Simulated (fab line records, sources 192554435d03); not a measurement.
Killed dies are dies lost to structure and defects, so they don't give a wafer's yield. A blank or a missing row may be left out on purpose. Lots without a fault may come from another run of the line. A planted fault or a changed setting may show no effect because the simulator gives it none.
Problem report in the 8D (eight disciplines) form, filled by code | flow n5_finfet | the parts of the form that need people (team, actions taken, sign-off) are left out

1. THE PROBLEM
spin_speed_rpm at N5_BEOL_M1_COAT_68 reads a mean of 1387.0 rpm on 6 wafers of 2 lots; wafers without a fault read 1500.1 rpm with a standard deviation of 0.92. That is -99 or more standard deviations from the usual mean.
The step: time 60 s, resist thk 12 nm.
First seen on wafer L391.1, day 11 14:34, on litho_track-05. The record holds 33 wafers of 11 lots with a number at this step. Rule for "out", or "out of limits": more than 4 standard deviations from the usual mean. The other wafers with a number count as sound.

2. WHAT IT IS AND WHAT IT IS NOT
question                    | is                     | is not
which readings at this step | spin_speed_rpm         | -
which lots                  | L391, L392             | L372, L373, L374, L375, L377, L378, L379, L380, L384
which wafers of those lots  | all that have a number | -
read on which tools         | litho_track-05         | litho_track-01
when                        | from day 11 14:34      | up to then (27 sound wafers)

3. SUSPECTS, AND WHAT RULES EACH OUT
Counting: a tool at a process step up to the reading stays a suspect if it ran every lot that is out and no sound lot after the first of them.
- litho_track-05 at N5_BEOL_M1_COAT_68 (time 60 s, resist thk 12 nm): kept. It ran every lot that is out, first L391 (day 11 14:34), and no sound lot after that; its last sound lot up to then is L384 (day 9 20:16). Its own readings are out on those wafers: spin_speed_rpm.
Left after counting: litho_track-05 at N5_BEOL_M1_COAT_68.

4. THE CAUSE (what the simulator had put in)
Process parameter drift: litho_track-05, from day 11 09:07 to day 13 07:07, at N5_BEOL_M1_COAT_68. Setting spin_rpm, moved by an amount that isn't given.
Counting left only this tool.

5. THE CHAIN OF EFFECTS, in route order
Each row: a reading whose mean over the struck wafers that have a number lies more than 3 standard deviations from the usual. Only readings for which the record gives a usual standard deviation are gone through. hours: the time from each lot's start at the first step in this table that gives one to its start at this step, as a median over the lots. sigmas: the change in usual standard deviations.
hours | step               | reading        | usual      | on struck wafers | change | sigmas
0     | N5_BEOL_M1_COAT_68 | spin_speed_rpm | 1500.1 rpm | 1387.0           | -113.1 | -99 or more
The process steps in it:
- N5_BEOL_M1_COAT_68: time 60 s, resist thk 12 nm.
Later measuring or inspecting steps at which every struck wafer that the step has a row for has a number for every such reading, and none has moved that far: N5_BEOL_M1_CD_MEAS_28, N5_BEOL_M4_RC_MEAS_101.

6. WHAT WOULD HAVE CAUGHT IT SOONER
In this record the first reading out of limits was taken at day 11 14:34, 5 hours after the fault began at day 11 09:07.
